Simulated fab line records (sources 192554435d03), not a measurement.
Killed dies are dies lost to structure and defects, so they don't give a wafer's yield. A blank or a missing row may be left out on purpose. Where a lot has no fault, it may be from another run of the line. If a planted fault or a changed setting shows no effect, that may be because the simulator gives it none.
Split-lot experiment | flow n5 finfet | 7 lots, 21 wafers read, on a route of 1938 steps

## ON THE SPLIT
At N5_DUMMY_GATE_COAT_34 (time 60 s, resist thk 60 nm), the setting spin rpm was moved away from the recipe's 1500 rpm on 8 of the 21 wafers read, by -10.7% to +7.1%. For the rest of the wafers, this setting stayed at what the recipe calls for.

## FROM THE SPLIT TO THE READING: what the file shows between them, 9 steps
- N5_DUMMY_GATE_COAT_28: time 60 s, resist thk 10 nm (also split here: spin rpm)
- N5_DUMMY_GATE_COAT_09: resist thk 30 nm
- N5_DUMMY_GATE_EBR_11
- N5_DUMMY_GATE_ETCH_29: etches underlayer in N2/H2, target depth 13 nm
- N5_DUMMY_GATE_ETCH_36: etches SiARC in CF4, target depth 13 nm
- N5_DUMMY_GATE_ETCH_37: etches SOC in N2/H2, target depth 60 nm, overetch 30 nm
- N5_DUMMY_GATE_STRIP_38: strips in N2/H2
- N5_DUMMY_GATE_STRIP_39: strips in N2/H2
- N5_DUMMY_GATE_STRIP_40: strips in CF4

## THE READING
SOC_of_DUMMY_GATE_COAT_34.thk nm (the simulator's own value, which no gauge read), in nm, at N5_DUMMY_GATE_ETCH_31 (etches SiO2 in C4F6/O2, target depth 82.5 nm, time 27.5 s). The file does not state a usual value for it. The 13 wafers here that ran the recipe average 51.9 nm, standard deviation 0.23 nm.

wafer  | tool, chamber at the split | spin rpm as run, rpm | against the recipe | SOC_of_DUMMY_GATE_COAT_34.thk nm, nm | against lot-mates on the recipe
L074.3 | litho track-01, 0          | 1340                 | -10.7%             | 55                                   | +3.4
L074.5 | litho track-01, 0          | 1500                 | recipe             | 51.6                                 | -
L074.6 | litho track-01, 0          | 1340                 | -10.7%             | 55.2                                 | +3.6
L075.2 | litho track-03, 0          | 1606                 | +7.1%              | 49.4                                 | -2.2
L075.4 | litho track-03, 0          | 1606                 | +7.1%              | 49.4                                 | -2.2
L075.6 | litho track-03, 0          | 1500                 | recipe             | 51.6                                 | -
L077.2 | litho track-01, 0          | 1433                 | -4.5%              | 53.6                                 | +1.5
L077.3 | litho track-01, 0          | 1500                 | recipe             | 52                                   | -
L077.4 | litho track-01, 0          | 1500                 | recipe             | 52.2                                 | -
L079.1 | litho track-01, 0          | 1500                 | recipe             | 52                                   | -
L079.6 | litho track-01, 0          | 1500                 | recipe             | 52                                   | -
L079.2 | litho track-01, 0          | 1500                 | recipe             | 52.2                                 | -
L085.2 | litho track-04, 0          | 1500                 | recipe             | 52                                   | -
L085.5 | litho track-04, 0          | 1500                 | recipe             | 51.8                                 | -
L085.6 | litho track-04, 0          | 1500                 | recipe             | 51.8                                 | -
L089.1 | litho track-01, 0          | 1500                 | recipe             | 51.6                                 | -
L089.3 | litho track-01, 0          | 1370                 | -8.7%              | 54.6                                 | +3.0
L089.6 | litho track-01, 0          | 1370                 | -8.7%              | 54.6                                 | +3.0
L097.1 | litho track-03, 0          | 1500                 | recipe             | 52.2                                 | -
L097.4 | litho track-03, 0          | 1500                 | recipe             | 52.2                                 | -
L097.2 | litho track-03, 0          | 1345                 | -10.3%             | 55.4                                 | +3.2

FIT RESULTS
A straight line over all 21 wafers: SOC_of_DUMMY_GATE_COAT_34.thk nm changes by -0.322 nm for each +1% of spin rpm; r = -0.99; the points scatter about the line by 0.23 nm.
The same after taking each lot's own level away (the mean of its wafers on the recipe; 21 wafers): -0.325 nm for each +1%; r = -1.00; scatter 0.1 nm.
Per that fit: largest spin rpm move, reading shift of 3.5 nm.
The lots' own levels span 51.60 to 52.20 nm, that is 2.6 times the standard deviation above.
Consequently the slope shifts little with the lot-to-lot level, the two slopes agreeing.
Check: +3.52 nm against its lot-mates is what the line predicts for one of the wafers moved furthest among these (-10.7%) when that wafer is left out of the fit. It came out at +3.4 nm against them.

## OTHER SPLITS APPLIED TO THESE WAFERS
Before the reading, these wafers also passed through other splits. Each is held against what the fit with the lots' levels taken away leaves over:
other split on the same wafers | wafers away from the commonest value | r with SOC_of_DUMMY_GATE_COAT_34.thk nm (lot level and that fit taken away)
N5_FIN_CUT_EXPOSE_05 dose mj   | 8                                    | +0.01
N5_DUMMY_GATE_COAT_28 spin rpm | 3                                    | -0.20

## THE WHOLE CHAIN: every reading that the file lists as answering this split, in the file's order
step                  | what it does                                              | reading                                                                           | change (the file's fit)               | r (the file's)
N5_DUMMY_GATE_COAT_34 | time 60 s, resist thk 60 nm                               | SOC_of_DUMMY_GATE_COAT_34.thk nm (the simulator's own value, which no gauge read) | -0.317 nm for each +1% of the setting | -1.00
N5_DUMMY_GATE_ETCH_37 | etches SOC in N2/H2, target depth 60 nm, overetch 30 nm   | etch.depth nm (the simulator's own value, which no gauge read)                    | -0.324 nm for each +1% of the setting | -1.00
N5_DUMMY_GATE_ETCH_31 | etches SiO2 in C4F6/O2, target depth 82.5 nm, time 27.5 s | SOC_of_DUMMY_GATE_COAT_34.thk nm (the simulator's own value, which no gauge read) | -0.325 nm for each +1% of the setting | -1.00

## THE FILE'S OWN FIT
SOC_of_DUMMY_GATE_COAT_34.thk nm changes by -0.325 nm for each +1% of spin rpm, r = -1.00.
